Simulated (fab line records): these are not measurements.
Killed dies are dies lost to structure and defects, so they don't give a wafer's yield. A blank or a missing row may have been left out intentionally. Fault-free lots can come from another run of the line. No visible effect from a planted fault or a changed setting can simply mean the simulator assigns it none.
Matching of chambers	flow nand-harc	NHARC_A_STAIRCASE_CMP_152 on cmp-03 has 4 sister chambers
The step polishes. 4 wafers are shown with their chamber, then 12 later ones without.

EACH WAFER AND ITS CHAMBER
wafer	chamber	motor-current-A (A)
L088.6	2	14.1
L090.1	0	11.9
L090.3	1	14.8
L090.6	3	12.5

WAFERS MISSING THEIR CHAMBER
wafer	motor-current-A (A)
L091.4	14.3
L091.5	13.7
L091.6	11.9
L093.2	15.4
L093.3	13.4
L093.4	11.2
L092.3	14.0
L092.4	11.8
L092.6	12.1
L095.1	14.5
L095.3	14.2
L095.6	11.3

EACH ONE'S CHAMBER
wafer	from the rows above	in truth
L091.4	can't be placed: 2 or 1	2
L091.5	can't be placed: 2 or 1 or 3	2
L091.6	can't be placed: 0 or 3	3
L093.2	can't be placed: 1 or 2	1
L093.3	can't be placed: 2 or 3 or 1 or 0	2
L093.4	can't be placed: 0 or 3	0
L092.3	can't be placed: 2 or 1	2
L092.4	can't be placed: 0 or 3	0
L092.6	can't be placed: 0 or 3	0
L095.1	can't be placed: 1 or 2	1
L095.3	can't be placed: 2 or 1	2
L095.6	can't be placed: 0 or 3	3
Placed correctly: 0 of 12. These rows do not allow placing 12 (true chamber among the candidates in 12). Number placed wrongly: 0.
How it was worked out, from the rows above alone: a wafer's distance from a chamber is the root of the sum, over the readings, of the square of ((its reading less the chamber's mean) divided by the reading's scatter). If the next closest chamber is less than 2 further off than the closest, the wafer can't be placed; otherwise it belongs to the closest. The mean given for a chamber averages the wafers shown for that chamber. The scatter (one wafer shown for each chamber): square how far every hidden wafer sits from the nearest shown wafer, average those squares and take the square root.
